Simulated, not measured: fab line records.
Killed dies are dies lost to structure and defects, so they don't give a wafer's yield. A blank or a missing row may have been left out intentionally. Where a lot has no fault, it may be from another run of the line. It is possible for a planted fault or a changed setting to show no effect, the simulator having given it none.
Comparing a struck lot with a sound one    flow n5_finfet    13 steps out of a route of 1938
Sound: the wafers L137.2, L137.4, L137.5. Wafers L133.1, L133.2, L133.6 were the ones struck. The cause comes at the end.
Each step with rows lists, per side, the tool, then ch with its chambers, then its first start. Under that, the readings that differ: sound wafers    struck wafers    difference of the means    sigmas: that difference in standard deviations of wafers without a fault.
alike: a reading whose means differ by less than 2 such deviations, as well as words and numbers matching on both sides. not compared: withheld readings; readings where some wafer has no value; bounds like >300 that might hide an equal value; numbers whose values overlap and for which the record gives no deviation.
A row with sigmas, a row that says differs or no value, or rows on one side alone: a step with any of these is where the two part. Numbers that have no deviation but don't overlap get no sigmas and don't part them. A reading that every wafer of one side lacks parts them only if that side has two wafers or more.

first, 9 steps without rows for these wafers: N5_PMOS_HMC_CHANNEL_EPI_COAT_31 (time 60 s, resist thk 66 nm); N5_PMOS_HMC_CHANNEL_EPI_COAT_03 (resist thk 205 nm); N5_PMOS_HMC_CHANNEL_EPI_EBR_05; N5_PMOS_HMC_CHANNEL_EPI_SOFTBAKE_04 (time 60 s); N5_PMOS_HMC_CHANNEL_EPI_EXPOSE_06 (exposes mask PMOS HMC BLK, target cd 240 nm); N5_PMOS_HMC_CHANNEL_EPI_PEB_07 (peb time 60 s); N5_PMOS_HMC_CHANNEL_EPI_DEVELOP_08 (develop time 30 s); N5_PMOS_HMC_CHANNEL_EPI_DESCUM_14 (chemistry O2, time 7.9 s); N5_PMOS_HMC_CHANNEL_EPI_ETCH_32 (etches BARC in N2/H2, stops on SiO2, target depth 85.8 nm, time 50.3 s).
N5_PMOS_HMC_CHANNEL_EPI_HM_OPEN_15: chemistry CHF3/O2, target SiO2, target depth 40.6 nm, time 20.3 s.
  sound on rie_diel-05 ch 0,2,3, day 5 12:23; struck on rie_diel-03 ch 0,1, day 4 12:30
  no value came back on the struck wafers for any of 10 readings (CHF3_flow_sccm (sccm), O2_flow_sccm (sccm) and others); on the sound wafers CHF3_flow_sccm (sccm) reads 49.86 50.01 50.13
reading                                                          sound              struck             difference  sigmas
model.CAR-ArF-block_of_PMOS_HMC_CHANNEL_EPI_COAT_03.thk_nm (nm)  93.58 92.83 90.34  131.5 130.8 132.1  +39.2       
  not compared: rf_hours_counter_h
then, 1 step without rows for these wafers: N5_PMOS_HMC_CHANNEL_EPI_STRIP_33 (strips in N2/H2).
N5_BEOL_M4_RC_MEAS_101:
  the record has rows for the sound wafers here (prober-02 ch 0, day 11 13:17) and none for the struck ones
-- here the record skips 10 days between the struck wafers' starts before and after, leaving off in module BEOL_M4 and picking up in module PASSIVATION (first step shown: number 1936 of the route) --
N5_PASSIVATION_PROBE_49:
  only the struck wafers here have rows in the record (prober-02, day 15 00:17); the sound ones have none

## WHERE THEY PART
At N5_PMOS_HMC_CHANNEL_EPI_HM_OPEN_15 first; at N5_PASSIVATION_PROBE_49 last (within this record only).

WHY: what the simulator had put in
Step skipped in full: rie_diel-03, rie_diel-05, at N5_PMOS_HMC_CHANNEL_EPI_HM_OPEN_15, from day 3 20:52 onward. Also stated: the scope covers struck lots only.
